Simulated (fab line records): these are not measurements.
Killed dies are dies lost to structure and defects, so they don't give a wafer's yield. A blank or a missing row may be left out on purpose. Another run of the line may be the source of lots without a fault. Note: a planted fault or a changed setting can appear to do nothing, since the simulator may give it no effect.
Matching of chambers / flow n5_finfet / 4 sister chambers for N5_FIN_SAQP_STRIP_77 on rie_diel-01
The step strips in N2/H2, time 90 s. 8 wafers are shown with their chamber, then 9 later ones without.

WAFERS PAIRED WITH THEIR CHAMBERS
wafer=L082.1; chamber=2; drypump_motor_current_A (A)=4.9; throttle_valve_pct (%)=12.32
wafer=L082.2; chamber=1; drypump_motor_current_A (A)=5.2; throttle_valve_pct (%)=11.91
wafer=L084.1; chamber=3; drypump_motor_current_A (A)=5.3; throttle_valve_pct (%)=12.22
wafer=L084.2; chamber=0; drypump_motor_current_A (A)=6.4; throttle_valve_pct (%)=12.06
wafer=L084.6; chamber=3; drypump_motor_current_A (A)=5.4; throttle_valve_pct (%)=12.21
wafer=L085.2; chamber=1; drypump_motor_current_A (A)=5.2; throttle_valve_pct (%)=11.93
wafer=L085.3; chamber=2; drypump_motor_current_A (A)=4.9; throttle_valve_pct (%)=12.36
wafer=L085.6; chamber=0; drypump_motor_current_A (A)=6.4; throttle_valve_pct (%)=12.05

WAFERS WITHOUT THEIR CHAMBER
wafer=L086.1; drypump_motor_current_A (A)=5.3; throttle_valve_pct (%)=11.96
wafer=L086.3; drypump_motor_current_A (A)=6.4; throttle_valve_pct (%)=12.08
wafer=L086.6; drypump_motor_current_A (A)=4.9; throttle_valve_pct (%)=12.35
wafer=L093.1; drypump_motor_current_A (A)=5.3; throttle_valve_pct (%)=11.99
wafer=L093.2; drypump_motor_current_A (A)=5.0; throttle_valve_pct (%)=12.39
wafer=L093.4; drypump_motor_current_A (A)=6.4; throttle_valve_pct (%)=12.10
wafer=L096.2; drypump_motor_current_A (A)=6.4; throttle_valve_pct (%)=12.12
wafer=L096.3; drypump_motor_current_A (A)=5.3; throttle_valve_pct (%)=12.27
wafer=L096.4; drypump_motor_current_A (A)=5.0; throttle_valve_pct (%)=12.42

EACH ONE'S CHAMBER
wafer=L086.1; from the rows above=1; in truth=1
wafer=L086.3; from the rows above=0; in truth=0
wafer=L086.6; from the rows above=2; in truth=2
wafer=L093.1; from the rows above=1; in truth=1
wafer=L093.2; from the rows above=2; in truth=2
wafer=L093.4; from the rows above=0; in truth=0
wafer=L096.2; from the rows above=0; in truth=0
wafer=L096.3; from the rows above=3; in truth=3
wafer=L096.4; from the rows above=2; in truth=2
Correctly placed: 9 of 9. From these rows, 0 cannot be placed. 0 placed wrongly.
How it was worked out, from the rows above alone: a wafer's distance from a chamber is the root of the sum, over the readings, of the square of ((its reading less the chamber's mean) divided by the reading's scatter). If the next closest chamber is less than 2 further off than the closest, the wafer can't be placed; otherwise it belongs to the closest. The mean given for a chamber averages the wafers shown for that chamber. The scatter: take each reading less its chamber's mean, square it, sum over the shown wafers, divide by the number of wafers less the number of chambers, and take the root.
